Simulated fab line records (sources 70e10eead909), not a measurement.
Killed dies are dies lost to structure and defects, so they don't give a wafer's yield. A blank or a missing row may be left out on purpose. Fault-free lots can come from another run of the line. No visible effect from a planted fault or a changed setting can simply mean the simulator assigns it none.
A struck lot beside a sound one ; flow nand_harc ; 16 out of 1159 route steps
Sound: the wafers L110.1, L110.2, L110.3. Wafers struck: L115.2, L115.4, L115.6. At the end, the cause is stated.
Order at every step that has rows: each side's tool, ch and its chambers, its first start. Under that, the readings that differ: sound wafers ; struck wafers ; difference of the means ; sigmas: that difference in standard deviations of wafers without a fault.
alike: a reading whose means differ by less than 2 such deviations, as well as words and numbers matching on both sides. not compared: withheld readings; readings where some wafer has no value; bounds like >300 that might hide an equal value; numbers whose values overlap and for which the record gives no deviation.
Wherever a step has rows on one side only, a row that says differs or no value, or a row with sigmas, the two part there. When numbers do not overlap yet have no deviation, they are printed without sigmas and do not part them. A reading that every wafer of one side lacks parts them only if that side has two wafers or more.

NHARC_P_M1_ETCH_35: etches the open film in N2/H2, target depth 40 nm, overetch 12 nm, time 43.94 s.
  sound on rie_diel-01 ch 0,1,3, day 7 13:22; struck on rie_diel-07 ch 1,3, day 9 12:50
  alike: drypump_motor_current_A, h2_flow_sccm, mfc_ar_sccm, oes_product_au, rf_vpp_V, showerhead_plenum_p_Torr, throttle_valve_pct
  not compared: rf_hours_counter_h
then, 1 step without rows for these wafers: NHARC_P_M1_ETCH_15 (etches the open film in C4F8/Ar, target depth 182.5 nm, time 91.2 s).
NHARC_P_M1_CD_MEAS_16:
  sound on cd_sem-03, day 7 13:35; struck on cd_sem-03, day 9 13:04
  alike: cd_nm
NHARC_P_M1_STRIP_18: strips in N2/H2.
  sound on rie_diel-03 ch 0,2,3, day 7 13:40; struck on rie_diel-01 ch 2,3, day 9 13:08
  alike: drypump_motor_current_A, h2_flow_sccm, mfc_ar_sccm, oes_product_au, rf_vpp_V, showerhead_plenum_p_Torr, throttle_valve_pct
  not compared: rf_hours_counter_h
NHARC_P_M1_ETCH_28: etches the open film in CF4/N2, target depth 30 nm, time 72.99 s.
  sound: rie_diel-03 ch 1,2,3; struck: rie_diel-01 ch 1,2,3
  alike: drypump_motor_current_A, mfc_ar_sccm, oes_product_au, rf_vpp_V, showerhead_plenum_p_Torr, throttle_valve_pct
  not compared: rf_hours_counter_h
then, 1 step without rows for these wafers: NHARC_P_M1_STRIP_19 (strips in post etch residue remover, time 600 s).
NHARC_P_M1_DEGAS_29: time 60 s.
  sound on pvd_sputter-02, day 7 14:19; struck on pvd_sputter-01, day 9 13:46
  alike: heater_power_w
NHARC_P_M1_PRE_CLEAN_30: time 30 s.
  sound on pvd_sputter-02; struck on pvd_sputter-01
  alike: heater_power_w
then, 4 steps without rows for these wafers: NHARC_P_M1_PVD_20 (deposits TaN, target thk 5 nm, time 8.06 s); NHARC_P_M1_PVD_21 (deposits Cu, target thk 30 nm, time 20.49 s); NHARC_P_M1_ECD_22 (material Cu, target thk 400 nm); NHARC_P_M1_ANNEAL_31 (time 90 s).
NHARC_P_M1_CMP_23: polishes, t overpolish 20 s, target thk 157.82 nm.
  sound on cmp-04 ch 1,2,3, day 7 15:24; struck on cmp-01 ch 1,3, day 9 14:51
  no value came back on the struck wafers for edge_zone_pressure_frac, motor_current_A (A), time_to_endpoint_s (s); on the sound wafers edge_zone_pressure_frac reads 1.005 0.999 1.002
NHARC_P_M1_THK_MEAS_24: measures by xrf.
  sound on film_metro-01, day 7 15:43; struck on film_metro-02, day 9 15:10
reading;sound;struck;difference;sigmas
thk_nm (nm);157.8 155.6 156.9;413.7 404.0 406.7;+251.4;+99 or more
after that, 1 step had no rows for these wafers: NHARC_P_M1_SRD_25.
-- break in the record here, with 13 days between the starts of the struck wafers on either side (left off in module P_M1, picked up again in module END, where the first step shown is number 1159 on the route) --
NHARC_END_SORT_01:
  sound on prober-02 ch 0, day 21 04:52; struck on prober-02 ch 0, day 22 07:36
reading;sound;struck;difference;sigmas
defect_limited_yield (%);97.3 97.0 97.8;0 0 0;-97;-61
killed_at_periphery;4 3 4;649 649 651;+646;+99 or more
killed_dies;18 20 15;677 677 677;+659;+60
sort_bin_2_pct (%);0.7 1.2 0.6;97.2 97.0 96.5;+96.1;+99 or more
sort_n_pass;659 657 662;0 0 0;-659;-60
sort_rim_yield_pct (%);100.0 99.1 97.2;0 0 0;-99;-40
sort_yield_pct (%);97.3 97.0 97.8;0 0 0;-97;-61
  alike: killed_at_array, killed_at_other, killed_open, killed_short, sort_bin_3_pct, sort_bin_4_pct

== WHERE THEY PART ==
Last at NHARC_END_SORT_01 as far as this record goes, first at NHARC_P_M1_CMP_23.

WHY: the cause the simulator had injected
Beginning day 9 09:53, the whole step at NHARC_P_M1_CMP_23 was skipped on cmp-01. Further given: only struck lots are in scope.
